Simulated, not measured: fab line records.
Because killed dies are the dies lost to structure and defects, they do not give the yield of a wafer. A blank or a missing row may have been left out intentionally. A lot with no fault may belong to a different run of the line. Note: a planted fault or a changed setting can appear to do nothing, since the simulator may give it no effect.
fab line records | flow nand-harc
[record] lots = 11 | wafers = 33 | last-day = 34
route steps=1302 shown A_CHANNEL_HOLE_D2@604 A_CHANNEL_FILL_D2@612
lots that met no fault: taken from a fault-free run of the same line
start-h: the number of hours between the record's first day and the start of the first shown wafer of the lot | wait-h: hours from the lot's prior step to this one | " identical to the entry in the row above | L1.1+2: a single row standing in for several wafers | - no value, or no start given | * or withheld: withheld | < > ~ a bound
route shown NAME@n: names a module that has steps shown in the file, with the first one's number in the route | usual: mean/standard deviation taken from wafers without a fault | same: alike in all rows | chamber/n: place in a boat | sites: each site's reading | _std_site: standard deviation across them | _edge_site: outer sites' mean less inner sites' | radius-mm: how far each site lies from the wafer's centre | mask NAME#n: copy n | behind: the last tool/chamber to shape the wafer | hold: cause of the lot's hold/its duration in hours/its outcome | device: names the non-switching transistor (n, p or np) | end of line: the tests these same wafers got at the end of their route | for a step that has no rows: nothing shown but its recipe | killed: not the wafer's yield, but the dies lost to structure and defects at the first sort | map: a wafer's dies, x killed, . not, _ none there
set.NAME: setting as actually run; set.NAME@STEP: the setting as run at that earlier step | model.NAME: the simulator's own value behind a step, which no gauge read
the route's steps for a sample of lots (tables are steps, rows are wafers)
services: when a tool's chamber went out of use (start-h, in hours from the record's first day, below 0 if earlier), for how many hours, and the reason
[[steps]]
[step NHARC_A_CHANNEL_HOLE_D2_STRIP_28]
[recipe] o2-flow-sccm = 500 | ar-flow-sccm = 0 | bias-w = 0 | chemistry = O2
[usual] drypump-motor-current-A = 5.7/0.55 | oes-product-au = 1.001/0.0076 | rf-vpp-V = 57.8/0.95 | showerhead-plenum-p-Torr = 3.54/0.13 | throttle-valve-pct = 17.038/0.0091
lot.wafer | tool        | chamber | start-h | wait-h | drypump-motor-current-A | oes-product-au | rf-hours-counter-h | rf-vpp-V | showerhead-plenum-p-Torr | throttle-valve-pct
L134.3    | rie-diel-10 | 1       | -       | -      | 5.8                     | 0.995          | 4.2                | 57.7     | 3.61                     | 17.017
L134.5    | "           | 0       | "       | "      | 5.7                     | 1.011          | -                  | 57.5     | 3.56                     | 17.036
L134.6    | "           | 1       | "       | "      | 5.8                     | 0.998          | -                  | 60.1     | 3.61                     | 17.045
L136.4    | rie-diel-10 | 2       | -       | -      | 4.9                     | 1.011          | 4.1                | 58.9     | 3.36                     | 17.051
L136.6    | "           | 3       | "       | "      | 6.2                     | 1.012          | -                  | 57.6     | 3.70                     | 17.058
L136.5    | "           | 0       | "       | "      | 5.6                     | 1.013          | -                  | 57.0     | 3.56                     | 17.047
L137.3    | rie-diel-10 | 3       | -       | -      | 6.2                     | 1.012          | 3.9                | 57.5     | 3.70                     | 17.051
L137.1    | "           | 0       | "       | "      | 5.6                     | 1.012          | 4.8                | 57.6     | 3.56                     | 17.047
L137.2    | "           | 1       | "       | "      | 5.8                     | 0.994          | 4.7                | 58.6     | 3.61                     | 17.035
L138.3    | rie-diel-10 | 0       | -       | -      | 5.7                     | 0.997          | 5.3                | 57.0     | 3.56                     | 17.021
L138.1    | "           | 1       | "       | "      | 5.8                     | 1.001          | 5.1                | 58.6     | 3.61                     | 17.060
L138.4    | "           | 2       | "       | "      | 4.9                     | 1.008          | 4.8                | 57.1     | 3.36                     | 17.032
L145.4    | rie-diel-03 | 2       | -       | -      | 6.5                     | 1.000          | 9.2                | 57.3     | 3.51                     | 17.040
L145.3    | "           | 3       | "       | "      | 6.5                     | 1.001          | 10.0               | 57.8     | 3.70                     | 17.037
L145.6    | "           | 2       | "       | "      | 6.5                     | 1.024          | -                  | 58.0     | 3.51                     | 17.031
L146.4    | rie-diel-03 | 3       | -       | -      | 6.6                     | 0.996          | 10.5               | 58.5     | 3.70                     | 17.042
L146.3    | "           | 1       | "       | "      | 5.7                     | 1.002          | 7.7                | 57.1     | 3.41                     | 17.037
L146.6    | "           | 2       | "       | "      | 6.5                     | 1.006          | -                  | 57.5     | 3.51                     | 17.044
L147.4    | rie-diel-10 | 0       | -       | -      | 5.7                     | 0.995          | 0.8                | 58.3     | 3.55                     | 17.028
L147.3    | "           | 1       | "       | "      | 5.7                     | 1.006          | 1.1                | 58.5     | 3.61                     | 17.049
L147.6    | "           | 3       | "       | "      | 6.2                     | 0.981          | -                  | 58.3     | 3.70                     | 17.033
L149.2    | rie-diel-10 | 1       | -       | -      | 5.8                     | 1.004          | 1.3                | 59.1     | 3.61                     | 17.041
L149.3    | "           | 3       | "       | "      | 6.2                     | 0.990          | 1.1                | 57.9     | 3.70                     | 17.031
L149.5    | "           | 3       | "       | "      | 6.2                     | 0.990          | -                  | 57.1     | 3.70                     | 17.035
L153.4    | rie-diel-10 | 1       | -       | -      | 5.8                     | 0.995          | 3.8                | 57.7     | 3.61                     | 17.031
L153.2    | "           | 2       | "       | "      | 4.9                     | 0.994          | 3.8                | 56.2     | 3.36                     | 17.033
L153.1    | "           | 3       | "       | "      | 6.2                     | 0.995          | 3.6                | 58.2     | 3.70                     | 17.045
L154.2    | rie-diel-03 | 0       | -       | -      | 5.3                     | 0.994          | 2.6                | 57.4     | 3.63                     | 17.040
L154.6    | "           | 3       | "       | "      | 6.5                     | 1.004          | -                  | 58.2     | 3.70                     | 17.055
L154.5    | "           | 0       | "       | "      | 5.3                     | 0.987          | -                  | 56.1     | 3.63                     | 17.031
L156.2    | rie-diel-03 | 3       | -       | -      | 6.5                     | 0.998          | 3.7                | 57.6     | 3.70                     | 17.034
L156.1    | "           | 2       | "       | "      | 6.5                     | 1.006          | 4.0                | 58.2     | 3.50                     | 17.051
L156.5    | "           | 0       | "       | "      | 5.3                     | 0.998          | -                  | 57.0     | 3.63                     | 17.047
[step NHARC_A_CHANNEL_FILL_D2_ALD_02]
[recipe] target-thk-a = 60 | pulse-time-s = 10 | ald-cycles = 60 | temp-c = 300 | material = SiO2
[usual] heater-power-w = 472/41 | precursor-pulse-height-rel = 1.001/0.018
lot.wafer | tool      | chamber | start-h | wait-h | heater-power-w | precursor-pulse-height-rel
L134.3    | ald-hk-02 | 0       | 324.57  | -      | 399            | 0.992
L134.6    | "         | 0       | "       | "      | 403            | 0.989
L134.5    | "         | 1       | "       | "      | 521            | 1.001
L136.4    | ald-hk-03 | 3       | 329.32  | -      | 467            | 1.017
L136.5    | "         | 2       | "       | "      | 492            | 1.028
L136.6    | "         | 3       | "       | "      | 492            | 1.000
L137.3    | ald-hk-02 | 2       | 337.61  | -      | 503            | 0.987
L137.2    | "         | 3       | "       | "      | 469            | 0.998
L137.1    | "         | 1       | "       | "      | 497            | 1.012
L138.1    | ald-hk-03 | 1       | 345.91  | -      | 501            | 1.012
L138.4    | "         | 3       | "       | "      | 477            | 0.987
L138.3    | "         | 0       | "       | "      | 421            | 1.007
L145.4    | ald-hk-03 | 1       | 418.31  | -      | 510            | 0.968
L145.3    | "         | 2       | "       | "      | 505            | 0.980
L145.6    | "         | 0       | "       | "      | 433            | 1.024
L146.4    | ald-hk-03 | 1       | 426.67  | -      | 521            | 1.028
L146.3    | "         | 0       | "       | "      | 428            | 1.012
L146.6    | "         | 1       | "       | "      | 515            | 0.992
L147.4    | ald-hk-02 | 0       | 446.06  | -      | 416            | 0.990
L147.3    | "         | 2       | "       | "      | 497            | 0.994
L147.6    | "         | 3       | "       | "      | 446            | 1.023
L149.3    | ald-hk-03 | 3       | 457.84  | -      | 463            | 1.001
L149.2    | "         | 0       | "       | "      | 423            | 0.970
L149.5    | "         | 2       | "       | "      | 515            | 1.010
L153.1    | ald-hk-03 | 2       | 506.57  | -      | 508            | 1.010
L153.4    | "         | 3       | "       | "      | 452            | 0.998
L153.2    | "         | 0       | "       | "      | 432            | 0.991
L154.2    | ald-hk-03 | 3       | 516.55  | -      | 451            | 1.001
L154.6    | "         | 3       | "       | "      | 459            | 1.005
L154.5    | "         | 0       | "       | "      | 441            | 1.002
L156.2    | ald-hk-03 | 1       | 543.83  | -      | 530            | 1.027
L156.1    | "         | 0       | "       | "      | 429            | 0.996
L156.5    | "         | 2       | "       | "      | 508            | 1.002
[step NHARC_A_CHANNEL_FILL_D2_ANNEAL_22]
[recipe] temp-c = 620 | time-s = 7200
[usual] spike-tc-bottom-C = 641/3.2 | spike-tc-centre-C = 620.3/1.5 | spike-tc-lower-C = 621.1/0.99 | spike-tc-top-C = 638.6/2.3 | spike-tc-upper-C = 620.9/1 | tube-center-temp-C = 620.01/0.062 | tube_center_temp_C_max = 621.61/0.27
lot.wafer | tool       | chamber | start-h | wait-h | spike-tc-bottom-C | spike-tc-centre-C | spike-tc-lower-C | spike-tc-top-C | spike-tc-upper-C | tube-center-temp-C | tube_center_temp_C_max
L134.3    | furnace-08 | 0       | 358.28  | 3.5    | 639               | 617.8             | 621.8            | 639.0          | 622.3            | 620.01             | 621.68
L134.5    | "          | 0       | "       | "      | 637               | 617.1             | 620.9            | 637.3          | 621.3            | 620.03             | 622.08
L134.6    | "          | 0       | "       | "      | 639               | 618.7             | 620.6            | 640.8          | 621.7            | 620.04             | 621.76
L136.4    | furnace-08 | 0       | 358.28  | 0.7    | 639               | 619.3             | 621.4            | 638.0          | 618.2            | 620.22             | 622.24
L136.5    | "          | 0       | "       | "      | 639               | 619.4             | 622.1            | 638.3          | 619.7            | 619.99             | 621.75
L136.6    | "          | 0       | "       | "      | 638               | 618.2             | 620.6            | 638.8          | 620.7            | 620                | 621.74
L137.1    | furnace-05 | 0       | 369.23  | 2.9    | 640               | 622.8             | 620.9            | 636.5          | 621.5            | 620.04             | 621.36
L137.2    | "          | 0       | "       | "      | 639               | 619.6             | 620.5            | 635.9          | 621.7            | 620.06             | 622.05
L137.3    | "          | 0       | "       | "      | 640               | 622.4             | 622.1            | 637.2          | 622.2            | 620.15             | 621.84
L138.1    | furnace-08 | 0       | 379.55  | 3.5    | 639               | 619.1             | 621.2            | 638.9          | 620.2            | 619.99             | 621.79
L138.3    | "          | 0       | "       | "      | 640               | 620.7             | 620.4            | 637.6          | 620.8            | 620                | 621.83
L138.4    | "          | 0       | "       | "      | 639               | 618.5             | 620.7            | 638.5          | 619.6            | 620.05             | 621.48
L145.3    | furnace-08 | 0       | 449.74  | 3.5    | 625               | 603.9             | 606.7            | 624.7          | 605.7            | 605.58             | 607.11
L145.4    | "          | 0       | "       | "      | 625               | 604.9             | 605.6            | 624.6          | 606.9            | 605.58             | 607.17
L145.6    | "          | 0       | "       | "      | 625               | 605.4             | 606.2            | 624.3          | 606.8            | 605.69             | 606.96
L146.3    | furnace-08 | 0       | 459.44  | 3.5    | 624               | 605.8             | 606.3            | 625.3          | 606.4            | 605.64             | 606.83
L146.4    | "          | 0       | "       | "      | 625               | 605.3             | 607.3            | 622.6          | 605.3            | 605.47             | 607.09
L146.6    | "          | 0       | "       | "      | 625               | 604.8             | 607.0            | 623.4          | 605.5            | 605.55             | 607.83
L147.3    | furnace-05 | 0       | 478.98  | 3.9    | 639               | 621.9             | 621.9            | 635.3          | 622.5            | 619.97             | 621.31
L147.4    | "          | 0       | "       | "      | 640               | 622.5             | 622.1            | 635.2          | 623.1            | 619.95             | 621.68
L147.6    | "          | 0       | "       | "      | 639               | 619.4             | 620.6            | 637.2          | 620.3            | 619.97             | 621.43
L149.2    | furnace-05 | 0       | 492.51  | 6.7    | 639               | 622.0             | 621.3            | 634.9          | 621.9            | 620.09             | 621.95
L149.3    | "          | 0       | "       | "      | 640               | 621.7             | 621.5            | 634.1          | 620.9            | 620.07             | 622.42
L149.5    | "          | 0       | "       | "      | 640               | 622.7             | 619.9            | 635.9          | 620.9            | 620.03             | 621.32
L153.1    | furnace-07 | 0       | 543.32  | 3.4    | 648               | 620.9             | 621.5            | 642.4          | 620.7            | 619.95             | 621.20
L153.2    | "          | 0       | "       | "      | 646               | 621.1             | 621.4            | 640.3          | 620.6            | 620.05             | 621.79
L153.4    | "          | 0       | "       | "      | 645               | 621.6             | 621.9            | 642.0          | 619.4            | 619.89             | 621.49
L154.2    | furnace-07 | 0       | 551.83  | 3.4    | 645               | 623.3             | 622.1            | 640.3          | 623.9            | 619.95             | 621.44
L154.5    | "          | 0       | "       | "      | 645               | 621.2             | 622.6            | 641.0          | 621.5            | 619.96             | 621.71
L154.6    | "          | 0       | "       | "      | 647               | 622.1             | 621.1            | 641.2          | 619.3            | 620.01             | 621.29
L156.1    | furnace-07 | 0       | 575.97  | 3.4    | 645               | 619.2             | 622.9            | 640.0          | 619.9            | 620.04             | 621.24
L156.2    | "          | 0       | "       | "      | 646               | 620.0             | 622.8            | 643.1          | 620.7            | 620.06             | 621.71
L156.5    | "          | 0       | "       | "      | 646               | 620.6             | 621.4            | 642.1          | 622.0            | 619.91             | 621.08
[step NHARC_A_CHANNEL_FILL_D2_STRIP_29]
[recipe] time-s = 20 | o2-flow-sccm = 500 | ar-flow-sccm = 0 | bias-w = 0 | chemistry = O2
[usual] drypump-motor-current-A = 5.6/0.34 | oes-product-au = 0.999/0.0076 | rf-vpp-V = 57.8/0.89 | showerhead-plenum-p-Torr = 3.50/0.13 | throttle-valve-pct = 17.035/0.0094
lot.wafer | tool        | chamber | start-h | wait-h | drypump-motor-current-A | oes-product-au | rf-hours-counter-h | rf-vpp-V | showerhead-plenum-p-Torr | throttle-valve-pct
L136.4    | rie-diel-04 | 0       | -       | -      | 5.8                     | 1.005          | 0                  | 57.8     | 3.43                     | 17.046
L136.6    | "           | 2       | "       | "      | 6.2                     | 0.993          | -                  | 57.1     | 3.34                     | 17.031
L136.5    | "           | 3       | "       | "      | 5.8                     | 1.008          | -                  | 58.5     | 3.63                     | 17.040
L134.3    | rie-diel-04 | 1       | -       | -      | 5.7                     | 0.995          | 0                  | 56.9     | 3.59                     | 17.029
L134.6    | "           | 2       | "       | "      | 6.2                     | 1.000          | -                  | 55.8     | 3.34                     | 17.016
L134.5    | "           | 3       | "       | "      | 5.8                     | 0.998          | -                  | 57.2     | 3.63                     | 17.025
L137.1    | rie-diel-08 | 0       | -       | -      | 5.3                     | 0.989          | 0                  | 58.7     | 3.45                     | 17.024
L137.2    | "           | 1       | "       | "      | 5.6                     | 0.997          | 0                  | 56.9     | 3.31                     | 17.025
L137.3    | "           | 2       | "       | "      | 5.7                     | 1.003          | 0                  | 58.2     | 3.51                     | 17.024
L138.4    | rie-diel-05 | 1       | -       | -      | 5.5                     | 0.991          | 2                  | 58.3     | 3.66                     | 17.045
L138.3    | "           | 2       | "       | "      | 5.3                     | 0.987          | 3                  | 59.2     | 3.69                     | 17.040
L138.1    | "           | 3       | "       | "      | 6.4                     | 0.994          | 3                  | 57.6     | 3.63                     | 17.025
L145.4    | rie-diel-08 | 3       | -       | -      | 5.4                     | 1.006          | 3                  | 57.0     | 3.44                     | 17.026
L145.3    | "           | 1       | "       | "      | 5.6                     | 1.004          | 3                  | 57.9     | 3.31                     | 17.020
L145.6    | "           | 0       | "       | "      | 5.3                     | 1.000          | -                  | 57.8     | 3.45                     | 17.055
L146.4    | rie-diel-08 | 3       | -       | -      | 5.4                     | 1.004          | 3                  | 57.0     | 3.44                     | 17.044
L146.3    | "           | 0       | "       | "      | 5.3                     | 1.001          | 3                  | 57.1     | 3.45                     | 17.040
L146.6    | "           | 0       | "       | "      | 5.3                     | 1.002          | -                  | 56.3     | 3.45                     | 17.034
L147.3    | rie-diel-08 | 3       | -       | -      | 5.4                     | 0.992          | 3                  | 57.0     | 3.44                     | 17.015
L147.4    | "           | 1       | "       | "      | 5.6                     | 1.005          | 3                  | 57.1     | 3.31                     | 17.038
L147.6    | "           | 3       | "       | "      | 5.4                     | 0.999          | -                  | 58.9     | 3.44                     | 17.026
L149.3    | rie-diel-05 | 3       | -       | -      | 6.4                     | 1.011          | 3                  | 58.4     | 3.62                     | 17.032
L149.2    | "           | 0       | "       | "      | 5.2                     | 1.002          | 3                  | 57.8     | 3.34                     | 17.023
L149.5    | "           | 2       | "       | "      | 5.3                     | 0.990          | -                  | 57.1     | 3.69                     | 17.042
L153.2    | rie-diel-05 | 3       | -       | -      | 6.4                     | 0.995          | 4                  | 57.7     | 3.62                     | 17.042
L153.4    | "           | 1       | "       | "      | 5.5                     | 0.997          | 4                  | 56.4     | 3.66                     | 17.027
L153.1    | "           | 2       | "       | "      | 5.3                     | 0.989          | 5                  | 58.5     | 3.69                     | 17.021
L154.2    | rie-diel-08 | 0       | -       | -      | 5.3                     | 1.000          | 0                  | 56.9     | 3.45                     | 17.031
L154.6    | "           | 3       | "       | "      | 5.4                     | 0.987          | -                  | 57.5     | 3.44                     | 17.050
L154.5    | "           | 0       | "       | "      | 5.3                     | 1.014          | -                  | 57.9     | 3.45                     | 17.042
L156.2    | rie-diel-08 | 1       | -       | -      | 5.6                     | 0.996          | 0                  | 56.8     | 3.31                     | 17.045
L156.1    | "           | 3       | "       | "      | 5.4                     | 0.996          | 1                  | 57.2     | 3.44                     | 17.029
L156.5    | "           | 0       | "       | "      | 5.3                     | 0.995          | -                  | 58.4     | 3.45                     | 17.036
[[services]]
tool        | chamber | start-h | hours | kind
rie-diel-03 | 1       | 305.29  | 5.7   | repair
rie-diel-08 | 2       | 333.24  | 2.9   | repair
rie-diel-10 | -       | 359.16  | 5.5   | repair
rie-diel-05 | -       | 361.77  | 16.2  | repair
rie-diel-08 | -       | 367.80  | 9.0   | pm
rie-diel-10 | 3       | 375.24  | 5.8   | repair
rie-diel-08 | -       | 380.31  | 0.3   | repair
furnace-07  | -       | 386.00  | 26.0  | pm
ald-hk-03   | -       | 392.48  | 10.0  | pm
rie-diel-05 | -       | 406.60  | 9.0   | pm
rie-diel-03 | -       | 408.74  | 0.4   | repair
rie-diel-10 | -       | 419.53  | 9.0   | pm
rie-diel-05 | 0       | 434.29  | 3.2   | repair
rie-diel-10 | 0       | 449.54  | 16.6  | repair
rie-diel-10 | 1       | 457.50  | 5.9   | repair
rie-diel-03 | -       | 458.30  | 9.0   | pm
furnace-08  | -       | 478.43  | 26.0  | pm
rie-diel-05 | -       | 481.01  | 0.4   | repair
rie-diel-03 | -       | 504.56  | 9.9   | repair
rie-diel-08 | 3       | 524.58  | 2.5   | repair
rie-diel-08 | 1       | 531.43  | 16.2  | repair
rie-diel-03 | -       | 532.33  | 0.2   | repair
rie-diel-08 | -       | 544.80  | 9.0   | pm
ald-hk-03   | -       | 570.48  | 10.0  | pm
[[key]]
[first-sign] step = NHARC_A_CHANNEL_FILL_D2_ANNEAL_22 | reading = tube-center-temp-C | direction = down | sigmas = 99+ | usual = * | struck = *
[effect] step = NHARC_A_CHANNEL_FILL_D2_ANNEAL_22 | reading = tube_center_temp_C_max | direction = down | sigmas = 53 | usual = * | struck = *
met-at NHARC_A_CHANNEL_FILL_D2_ANNEAL_22
struck-lots L145,L146
tester-left-out L145,L146
not-acting-at NHARC_A_CHANNEL_HOLE_D2_STRIP_28,NHARC_A_CHANNEL_FILL_D2_ALD_02,NHARC_A_CHANNEL_FILL_D2_STRIP_29
onset-between 379.55 449.74
[fault] kind = process-parameter-drift | tool = furnace-08 | chamber = - | onset-h = 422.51 | steps = NHARC_A_CHANNEL_FILL_D2_ANNEAL_22 | channel = temp-c | offset = * | shape = step | acts-in = * | stated = *
// tester-left-out: of these lots the tester's yield and bins aren't shown, on N5 and GAA mostly nor the transistor test; their killed dies are dies lost to structure and defects alone, not to doping, threshold or leakage, so they don't give the yield
